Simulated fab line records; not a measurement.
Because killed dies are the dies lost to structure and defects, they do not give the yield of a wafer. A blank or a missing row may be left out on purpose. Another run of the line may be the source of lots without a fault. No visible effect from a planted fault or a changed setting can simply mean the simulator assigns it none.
Which tool did it? + flow n5-finfet + 23 lots with 69 wafers sampled at 6 steps, on a route of 1938 steps

## WHAT THE GAUGES SHOWED, per wafer
The record lacks any reading of a measuring or inspecting step that a usual standard deviation could be used to judge.

## WHAT TOOL EACH LOT RAN ON (gives the tool, then ch and the chambers of the sampled wafers, and finally the start)
| lot  | N5_MOL_CONTACT_COAG_TI_SIL_19 | N5_MOL_CONTACT_COAG_ANNEAL_113   | N5_MOL_CONTACT_COAG_ETCH_89        | N5_MOL_CONTACT_COAG_ETCH_66       | N5_BEOL_M0_SAQP_PECVD_00        | N5_BEOL_M0_SAQP_ILD_DEP_01      |
|------|-------------------------------|----------------------------------|------------------------------------|-----------------------------------|---------------------------------|---------------------------------|
| L074 | pvd-sputter-02, day 4 16:59   | rtp-anneal-01 ch 0, day 4 18:39  | rie-diel-06 ch 1,2,3, day 5 00:49  | rie-diel-06 ch 0,2,3, day 5 03:35 | pecvd-01 ch 0,1, day 5 08:40    | pecvd-01 ch 0,1, day 5 08:42    |
| L076 | pvd-sputter-02, day 5 06:27   | rtp-anneal-01 ch 0, day 5 08:05  | rie-diel-01 ch 0,3, day 5 14:09    | rie-diel-01 ch 1,2, day 5 15:34   | pecvd-01 ch 0,2, day 5 21:53    | pecvd-01 ch 0,2, day 5 21:55    |
| L077 | pvd-sputter-03, day 5 11:38   | rtp-anneal-01 ch 0, day 5 13:22  | rie-diel-01 ch 1,2, day 5 20:16    | rie-diel-01 ch 0,1,3, day 5 22:35 | pecvd-04 ch 0,1, day 6 03:31    | pecvd-04 ch 0,1, day 6 03:32    |
| L078 | pvd-sputter-01, day 5 21:52   | rtp-anneal-02 ch 0, day 5 23:57  | rie-diel-02 ch 0,1,3, day 6 05:58  | rie-diel-06 ch 0,1,2, day 6 07:26 | pecvd-02 ch 0,2, day 6 14:41    | pecvd-02 ch 0,2, day 6 14:43    |
| L079 | pvd-sputter-02, day 5 22:53   | rtp-anneal-01 ch 0, day 6 01:02  | rie-diel-01 ch 0,2, day 6 06:40    | rie-diel-02 ch 0,1,2, day 6 07:56 | pecvd-01 ch 0,1, day 6 14:42    | pecvd-01 ch 0,1, day 6 14:44    |
| L080 | pvd-sputter-01, day 6 10:57   | rtp-anneal-02 ch 0, day 6 13:37  | rie-diel-01 ch 0,1, day 6 20:56    | rie-diel-06 ch 1,3, day 6 22:20   | pecvd-01 ch 0,1, day 7 03:14    | pecvd-01 ch 0,1, day 7 03:16    |
| L081 | pvd-sputter-03, day 6 13:28   | rtp-anneal-02 ch 0, day 6 17:37  | rie-diel-01 ch 2,3, day 6 23:35    | rie-diel-02 ch 0,1, day 7 01:04   | pecvd-01 ch 0,2, day 7 06:14    | pecvd-01 ch 0,2, day 7 06:16    |
| L082 | pvd-sputter-01, day 6 19:14   | rtp-anneal-01 ch 0, day 6 20:44  | rie-diel-06 ch 1,2, day 7 04:10    | rie-diel-06 ch 2,3, day 7 05:26   | pecvd-04 ch 1,2, day 7 10:21    | pecvd-04 ch 1,2, day 7 10:23    |
| L083 | pvd-sputter-02, day 7 02:42   | rtp-anneal-01 ch 0, day 7 06:08  | rie-diel-02 ch 0,1, day 7 11:53    | rie-diel-02 ch 0,1, day 7 13:15   | pecvd-01 ch 0,1, day 7 18:47    | pecvd-01 ch 0,1, day 7 18:49    |
| L084 | pvd-sputter-02, day 7 11:14   | rtp-anneal-01 ch 0, day 7 13:28  | rie-diel-06 ch 1,2,3, day 7 21:29  | rie-diel-01 ch 0,1, day 8 00:00   | pecvd-02 ch 0,1,2, day 8 05:17  | pecvd-02 ch 0,1,2, day 8 05:18  |
| L085 | pvd-sputter-01, day 7 12:29   | rtp-anneal-01 ch 0, day 7 18:07  | rie-diel-02 ch 1,2,3, day 8 01:07  | rie-diel-06 ch 1,2, day 8 02:30   | pecvd-02 ch 0,2, day 8 08:35    | pecvd-02 ch 0,2, day 8 08:37    |
| L086 | pvd-sputter-01, day 7 20:19   | rtp-anneal-02 ch 0, day 8 00:47  | rie-diel-02 ch 0,1,3, day 8 08:11  | rie-diel-01 ch 1,3, day 8 09:28   | pecvd-02 ch 0,1, day 8 14:28    | pecvd-02 ch 0,1, day 8 14:30    |
| L087 | pvd-sputter-01, day 8 06:35   | rtp-anneal-02 ch 0, day 8 08:48  | rie-diel-06 ch 0,3, day 8 17:53    | rie-diel-06 ch 0,2,3, day 8 20:18 | pecvd-02 ch 1,2, day 9 01:15    | pecvd-02 ch 1,2, day 9 01:17    |
| L088 | pvd-sputter-01, day 8 08:14   | rtp-anneal-01 ch 0, day 8 11:33  | rie-diel-06 ch 0,2, day 8 20:31    | rie-diel-06 ch 0,1,2, day 8 22:13 | pecvd-01 ch 0,2, day 9 04:14    | pecvd-01 ch 0,2, day 9 04:16    |
| L089 | pvd-sputter-01, day 8 13:40   | rtp-anneal-02 ch 0, day 8 15:35  | rie-diel-01 ch 1,2, day 9 00:02    | rie-diel-06 ch 0,1,3, day 9 01:26 | pecvd-01 ch 1,2, day 9 07:14    | pecvd-01 ch 1,2, day 9 07:16    |
| L091 | pvd-sputter-02, day 9 02:13   | rtp-anneal-02 ch 0, day 9 05:06  | rie-diel-06 ch 1,2,3, day 9 11:52  | rie-diel-01 ch 1,3, day 9 13:15   | pecvd-01 ch 0,1, day 9 18:31    | pecvd-01 ch 0,1, day 9 18:33    |
| L090 | pvd-sputter-02, day 9 02:19   | rtp-anneal-01 ch 0, day 9 05:41  | rie-diel-02 ch 0,2,3, day 9 12:05  | rie-diel-01 ch 0,1,3, day 9 13:41 | pecvd-01 ch 0,1, day 9 21:31    | pecvd-01 ch 0,1, day 9 21:33    |
| L092 | pvd-sputter-02, day 9 11:26   | rtp-anneal-02 ch 0, day 9 13:16  | rie-diel-02 ch 1,2,3, day 9 19:37  | rie-diel-02 ch 0,2,3, day 9 21:01 | pecvd-04 ch 0,1,2, day 10 02:56 | pecvd-04 ch 0,1,2, day 10 02:58 |
| L093 | pvd-sputter-01, day 9 15:08   | rtp-anneal-01 ch 0, day 9 17:10  | rie-diel-02 ch 0,3, day 10 01:28   | rie-diel-02 ch 0,2, day 10 03:16  | pecvd-01 ch 0, day 10 09:03     | pecvd-01 ch 0, day 10 09:05     |
| L094 | pvd-sputter-01, day 9 20:33   | rtp-anneal-01 ch 0, day 9 22:38  | rie-diel-01 ch 1,2, day 10 04:43   | rie-diel-06 ch 1,3, day 10 06:03  | pecvd-02 ch 0,1, day 10 12:02   | pecvd-02 ch 0,1, day 10 12:04   |
| L095 | pvd-sputter-02, day 10 03:42  | rtp-anneal-02 ch 0, day 10 06:16 | rie-diel-02 ch 0,3, day 10 11:38   | rie-diel-02 ch 2,3, day 10 13:02  | pecvd-02 ch 0,2, day 10 17:56   | pecvd-02 ch 0,2, day 10 17:58   |
| L096 | pvd-sputter-02, day 10 12:10  | rtp-anneal-02 ch 0, day 10 14:23 | rie-diel-02 ch 2,3, day 10 22:04   | rie-diel-06 ch 0,1, day 10 23:35  | pecvd-02 ch 0,1, day 11 04:35   | pecvd-02 ch 0,1, day 11 04:36   |
| L097 | pvd-sputter-02, day 10 15:45  | rtp-anneal-02 ch 0, day 10 18:15 | rie-diel-01 ch 0,1,2, day 11 03:35 | rie-diel-06 ch 1,2, day 11 04:52  | pecvd-04 ch 0,1, day 11 12:35   | pecvd-04 ch 0,1, day 11 12:36   |
- N5_MOL_CONTACT_COAG_TI_SIL_19: material Ti, target thk 4.2 nm, time 15 s.
- N5_MOL_CONTACT_COAG_ANNEAL_113: time 300 s.
- N5_MOL_CONTACT_COAG_ETCH_89: etches underlayer in N2/H2, target depth 13 nm, time 10.4 s.
- N5_MOL_CONTACT_COAG_ETCH_66: etches SiARC in CF4, target depth 13 nm, time 21.7 s.
- N5_BEOL_M0_SAQP_PECVD_00: deposits SiCN from 3MS/NH3, target thk 8 nm, time 14 s.
- N5_BEOL_M0_SAQP_ILD_DEP_01: deposits SiOC from DEMS/O2, target thk 45.419 nm, time 8.7 s.

## AS READ BY THE TOOLS THEMSELVES (means over the sampled wafers that have a number; for cases with no such wafer, the mark the record gives instead)
N5_MOL_CONTACT_COAG_TI_SIL_19.
| lot  | tool           | cathode-dc-power-W (W) | throttle-valve-pct (%) |
|------|----------------|------------------------|------------------------|
| L074 | pvd-sputter-02 | 5000.4                 | 29.2                   |
| L076 | pvd-sputter-02 | 5000.0                 | 29.4                   |
| L077 | pvd-sputter-03 | 5001.1                 | 30.5                   |
| L078 | pvd-sputter-01 | 4999.3                 | 30.3                   |
| L079 | pvd-sputter-02 | 4999.6                 | 29.4                   |
| L080 | pvd-sputter-01 | 5000.1                 | 30.5                   |
| L081 | pvd-sputter-03 | 4999.3                 | 30.7                   |
| L082 | pvd-sputter-01 | 5001.2                 | 31.5                   |
| L083 | pvd-sputter-02 | 4999.8                 | 29.3                   |
| L084 | pvd-sputter-02 | 5000.1                 | 29.2                   |
| L085 | pvd-sputter-01 | 4999.8                 | 31.3                   |
| L086 | pvd-sputter-01 | 4999.8                 | 31.0                   |
| L087 | pvd-sputter-01 | 4999.8                 | 30.8                   |
| L088 | pvd-sputter-01 | 5000.3                 | 31.0                   |
| L089 | pvd-sputter-01 | 4999.0                 | 30.7                   |
| L091 | pvd-sputter-02 | 5000.0                 | 29.0                   |
| L090 | pvd-sputter-02 | 5000.0                 | 29.0                   |
| L092 | pvd-sputter-02 | 5000.3                 | 29.1                   |
| L093 | pvd-sputter-01 | 4999.9                 | 30.6                   |
| L094 | pvd-sputter-01 | 5000.8                 | 31.3                   |
| L095 | pvd-sputter-02 | 5000.8                 | 29.1                   |
| L096 | pvd-sputter-02 | 5000.2                 | 29.1                   |
| L097 | pvd-sputter-02 | 4999.3                 | 29.2                   |

N5_MOL_CONTACT_COAG_ANNEAL_113.
| lot  | tool          | lamp-power-pct (%) | wafer_temp_C_max |
|------|---------------|--------------------|------------------|
| L074 | rtp-anneal-01 | 2.52               | 403.7            |
| L076 | rtp-anneal-01 | 2.52               | 403.3            |
| L077 | rtp-anneal-01 | 2.52               | 403.5            |
| L078 | rtp-anneal-02 | 2.09               | 400.8            |
| L079 | rtp-anneal-01 | 2.52               | 403.2            |
| L080 | rtp-anneal-02 | 2.09               | 400.7            |
| L081 | rtp-anneal-02 | 2.10               | 401.0            |
| L082 | rtp-anneal-01 | 2.52               | 402.6            |
| L083 | rtp-anneal-01 | 2.52               | 403.3            |
| L084 | rtp-anneal-01 | 2.52               | 403.5            |
| L085 | rtp-anneal-01 | 2.52               | 402.7            |
| L086 | rtp-anneal-02 | 2.09               | 401.2            |
| L087 | rtp-anneal-02 | 2.09               | 400.8            |
| L088 | rtp-anneal-01 | 2.52               | 403.2            |
| L089 | rtp-anneal-02 | 2.09               | 400.7            |
| L091 | rtp-anneal-02 | 2.09               | 400.9            |
| L090 | rtp-anneal-01 | 2.52               | 403.2            |
| L092 | rtp-anneal-02 | 2.09               | 401.1            |
| L093 | rtp-anneal-01 | 2.52               | 402.8            |
| L094 | rtp-anneal-01 | 2.52               | 403.3            |
| L095 | rtp-anneal-02 | 2.09               | 400.9            |
| L096 | rtp-anneal-02 | 2.10               | 401.0            |
| L097 | rtp-anneal-02 | 2.09               | 400.8            |

N5_MOL_CONTACT_COAG_ETCH_89.
| lot  | tool        | chamber-pressure-mTorr (mTorr) | drypump-motor-current-A (A) | etch-rf-on-time-s (s) | oes-product-au (a.u.) | rf-vpp-V (V) | showerhead-plenum-p-Torr (Torr) | throttle-valve-pct (%) |
|------|-------------|--------------------------------|-----------------------------|-----------------------|-----------------------|--------------|---------------------------------|------------------------|
| L074 | rie-diel-06 | 30.000                         | 5.2                         | 10.45                 | 0.69                  | 523.4        | 2.56                            | 17.77                  |
| L076 | rie-diel-01 | 29.997                         | 6.0                         | 10.52                 | 0.65                  | 523.6        | 2.54                            | 17.86                  |
| L077 | rie-diel-01 | 29.991                         | 6.2                         | 10.53                 | 0.60                  | 522.8        | 2.50                            | 18.13                  |
| L078 | rie-diel-02 | 29.993                         | 5.8                         | 10.59                 | 0.61                  | 519.9        | 2.42                            | 17.88                  |
| L079 | rie-diel-01 | 29.982                         | 5.7                         | 10.59                 | 0.65                  | 524.9        | 2.53                            | 17.78                  |
| L080 | rie-diel-01 | 29.988                         | 6.5                         | 10.48                 | 0.62                  | 523.3        | 2.52                            | 18.10                  |
| L081 | rie-diel-01 | 30.031                         | 5.8                         | 10.20                 | 0.75                  | 523.8        | 2.50                            | 17.77                  |
| L082 | rie-diel-06 | 30.012                         | 5.1                         | 10.40                 | 0.71                  | 524.9        | 2.56                            | 17.73                  |
| L083 | rie-diel-02 | 30.038                         | 5.5                         | 10.50                 | 0.61                  | 520.7        | 2.42                            | 17.96                  |
| L084 | rie-diel-06 | 30.011                         | 5.2                         | 10.41                 | 0.74                  | 522.9        | 2.54                            | 17.69                  |
| L085 | rie-diel-02 | 30.006                         | 5.7                         | 10.59                 | 0.66                  | 523.0        | 2.52                            | 17.81                  |
| L086 | rie-diel-02 | 29.982                         | 5.9                         | 10.56                 | 0.59                  | 520.6        | 2.42                            | 17.91                  |
| L087 | rie-diel-06 | 30.001                         | 5.5                         | 10.15                 | 0.82                  | 526.3        | 2.64                            | 17.66                  |
| L088 | rie-diel-06 | 30.009                         | 5.5                         | 10.36                 | 0.76                  | 526.3        | 2.63                            | 17.94                  |
| L089 | rie-diel-01 | 29.990                         | 5.7                         | 10.29                 | 0.83                  | 523.7        | 2.49                            | 17.53                  |
| L091 | rie-diel-06 | 29.988                         | 5.2                         | 10.31                 | 0.72                  | 522.4        | 2.54                            | 17.71                  |
| L090 | rie-diel-02 | 29.992                         | 5.8                         | 10.34                 | 0.67                  | 522.9        | 2.52                            | 17.88                  |
| L092 | rie-diel-02 | 30.019                         | 5.8                         | 10.66                 | 0.64                  | 522.9        | 2.51                            | 17.84                  |
| L093 | rie-diel-02 | 30.025                         | 6.2                         | 10.52                 | 0.59                  | 520.4        | 2.43                            | 17.95                  |
| L094 | rie-diel-01 | 29.997                         | 5.7                         | 10.18                 | 0.80                  | 522.5        | 2.49                            | 17.55                  |
| L095 | rie-diel-02 | 29.992                         | 6.2                         | 10.61                 | 0.59                  | 520.6        | 2.43                            | 17.95                  |
| L096 | rie-diel-02 | 30.023                         | 6.2                         | 10.48                 | 0.64                  | 522.3        | 2.52                            | 17.85                  |
| L097 | rie-diel-01 | 29.967                         | 6.0                         | 10.55                 | 0.73                  | 522.0        | 2.51                            | 17.68                  |

N5_MOL_CONTACT_COAG_ETCH_66.
| lot  | tool        | chamber-pressure-mTorr (mTorr) | drypump-motor-current-A (A) | etch-rf-on-time-s (s) | oes-product-au (a.u.) | rf-vpp-V (V) | showerhead-plenum-p-Torr (Torr) | throttle-valve-pct (%) |
|------|-------------|--------------------------------|-----------------------------|-----------------------|-----------------------|--------------|---------------------------------|------------------------|
| L074 | rie-diel-06 | 39.97                          | 5.5                         | 21.4                  | 0.66                  | 184.3        | 2.10                            | 15.71                  |
| L076 | rie-diel-01 | 39.98                          | 6.1                         | 21.5                  | 0.60                  | 183.2        | 2.11                            | 15.88                  |
| L077 | rie-diel-01 | 40.02                          | 6.3                         | 22.2                  | 0.61                  | 183.8        | 2.13                            | 15.89                  |
| L078 | rie-diel-06 | 39.99                          | 5.3                         | 21.8                  | 0.68                  | 184.1        | 2.12                            | 15.66                  |
| L079 | rie-diel-02 | 40.00                          | 5.5                         | 22.4                  | 0.59                  | 183.0        | 2.04                            | 15.75                  |
| L080 | rie-diel-06 | 40.00                          | 5.0                         | 21.5                  | 0.74                  | 183.9        | 2.14                            | 15.30                  |
| L081 | rie-diel-02 | 40.01                          | 5.5                         | 22.4                  | 0.60                  | 183.5        | 2.04                            | 15.72                  |
| L082 | rie-diel-06 | 40.03                          | 5.4                         | 21.0                  | 0.80                  | 184.4        | 2.13                            | 15.34                  |
| L083 | rie-diel-02 | 40.03                          | 5.5                         | 22.0                  | 0.60                  | 182.9        | 2.04                            | 15.71                  |
| L084 | rie-diel-01 | 40.01                          | 6.5                         | 21.7                  | 0.77                  | 184.1        | 2.12                            | 15.57                  |
| L085 | rie-diel-06 | 39.96                          | 5.1                         | 21.8                  | 0.70                  | 184.7        | 2.16                            | 15.53                  |
| L086 | rie-diel-01 | 39.98                          | 6.5                         | 21.0                  | 0.82                  | 184.5        | 2.11                            | 15.58                  |
| L087 | rie-diel-06 | 40.00                          | 5.4                         | 21.4                  | 0.78                  | 184.2        | 2.18                            | 15.43                  |
| L088 | rie-diel-06 | 40.06                          | 5.3                         | 21.5                  | 0.74                  | 184.9        | 2.20                            | 15.53                  |
| L089 | rie-diel-06 | 39.99                          | 5.2                         | 21.4                  | 0.76                  | 185.9        | 2.18                            | 15.31                  |
| L091 | rie-diel-01 | 39.94                          | 6.3                         | 21.4                  | 0.78                  | 183.9        | 2.11                            | 15.61                  |
| L090 | rie-diel-01 | 39.99                          | 6.3                         | 21.7                  | 0.74                  | 183.9        | 2.12                            | 15.60                  |
| L092 | rie-diel-02 | 40.01                          | 5.8                         | 21.6                  | 0.67                  | 183.4        | 2.12                            | 15.54                  |
| L093 | rie-diel-02 | 40.04                          | 5.5                         | 21.9                  | 0.67                  | 183.2        | 2.11                            | 15.63                  |
| L094 | rie-diel-06 | 40.02                          | 5.0                         | 21.7                  | 0.70                  | 184.2        | 2.13                            | 15.35                  |
| L095 | rie-diel-02 | 40.00                          | 5.8                         | 22.0                  | 0.71                  | 184.8        | 2.19                            | 15.48                  |
| L096 | rie-diel-06 | 40.00                          | 5.1                         | 21.7                  | 0.71                  | 184.1        | 2.19                            | 15.43                  |
| L097 | rie-diel-06 | 40.01                          | 5.3                         | 21.6                  | 0.69                  | 184.2        | 2.15                            | 15.71                  |

N5_BEOL_M0_SAQP_PECVD_00.
| lot  | tool     | showerhead-plenum-p-Torr (Torr) | throttle-valve-pct (%) |
|------|----------|---------------------------------|------------------------|
| L074 | pecvd-01 | 3.661                           | 8.8                    |
| L076 | pecvd-01 | 3.680                           | 9.2                    |
| L077 | pecvd-04 | 3.659                           | 9.9                    |
| L078 | pecvd-02 | 3.667                           | 9.5                    |
| L079 | pecvd-01 | 3.663                           | 8.6                    |
| L080 | pecvd-01 | 3.673                           | 9.1                    |
| L081 | pecvd-01 | 3.675                           | 9.1                    |
| L082 | pecvd-04 | 3.654                           | 8.7                    |
| L083 | pecvd-01 | 3.672                           | 9.1                    |
| L084 | pecvd-02 | 3.677                           | 9.4                    |
| L085 | pecvd-02 | 3.663                           | 9.6                    |
| L086 | pecvd-02 | 3.663                           | 9.6                    |
| L087 | pecvd-02 | 3.684                           | 9.1                    |
| L088 | pecvd-01 | 3.679                           | 9.3                    |
| L089 | pecvd-01 | 3.665                           | 8.7                    |
| L091 | pecvd-01 | 3.670                           | 8.9                    |
| L090 | pecvd-01 | 3.660                           | 8.8                    |
| L092 | pecvd-04 | 3.659                           | 9.5                    |
| L093 | pecvd-01 | 3.682                           | 9.4                    |
| L094 | pecvd-02 | 3.661                           | 9.7                    |
| L095 | pecvd-02 | 3.672                           | 9.5                    |
| L096 | pecvd-02 | 3.660                           | 9.7                    |
| L097 | pecvd-04 | 3.668                           | 10.4                   |

N5_BEOL_M0_SAQP_ILD_DEP_01.
| lot  | tool     | heater-power-w (W) | showerhead-plenum-p-Torr (Torr) | throttle-valve-pct (%) |
|------|----------|--------------------|---------------------------------|------------------------|
| L074 | pecvd-01 | 551                | 5.691                           | 11.6                   |
| L076 | pecvd-01 | 533                | 5.711                           | 12.2                   |
| L077 | pecvd-04 | 443                | 5.703                           | 13.0                   |
| L078 | pecvd-02 | 450                | 5.690                           | 12.4                   |
| L079 | pecvd-01 | 512                | 5.700                           | 11.6                   |
| L080 | pecvd-01 | 564                | 5.692                           | 11.9                   |
| L081 | pecvd-01 | 533                | 5.705                           | 12.1                   |
| L082 | pecvd-04 | 451                | 5.682                           | 11.3                   |
| L083 | pecvd-01 | 483                | 5.706                           | 12.1                   |
| L084 | pecvd-02 | 510                | 5.703                           | 12.5                   |
| L085 | pecvd-02 | 508                | 5.697                           | 12.6                   |
| L086 | pecvd-02 | 515                | 5.695                           | 12.8                   |
| L087 | pecvd-02 | 478                | 5.710                           | 12.0                   |
| L088 | pecvd-01 | 525                | 5.710                           | 12.4                   |
| L089 | pecvd-01 | 485                | 5.701                           | 11.6                   |
| L091 | pecvd-01 | 552                | 5.692                           | 11.7                   |
| L090 | pecvd-01 | 522                | 5.692                           | 11.8                   |
| L092 | pecvd-04 | 516                | 5.689                           | 12.7                   |
| L093 | pecvd-01 | 582                | 5.706                           | 12.6                   |
| L094 | pecvd-02 | 538                | 5.693                           | 12.8                   |
| L095 | pecvd-02 | 491                | 5.707                           | 12.5                   |
| L096 | pecvd-02 | 537                | 5.688                           | 12.7                   |
| L097 | pecvd-04 | 475                | 5.688                           | 14.1                   |

## THE ANSWER, worked out from the rows above alone
Rule: the lots themselves supply what counts as usual. The widest of any qualifying gaps counts: lots, ordered by their means at a reading, are off when they make up no more than a third of the lots, leave a main group of 4 or more, and stand apart from it by 3 or more times the standard deviation of that group's means. If all means in a main group match to the digits the tables above print for the reading, that group is not used. A lot without any number at a reading at which 4 lots or more have one is off too. Where the step has rows for the other lots, those lots are counted as sound. After the gauges, taken in route order, come the tools' own readings; for these a lot's mean is taken, as printed above. The first step at which some lot is off is used, and at that step the reading that is off furthest; a lot without a number counts as furthest.
Nothing can be told from this: no lot is off at any reading shown.

## WHAT WAS PUT IN BY THE SIMULATOR
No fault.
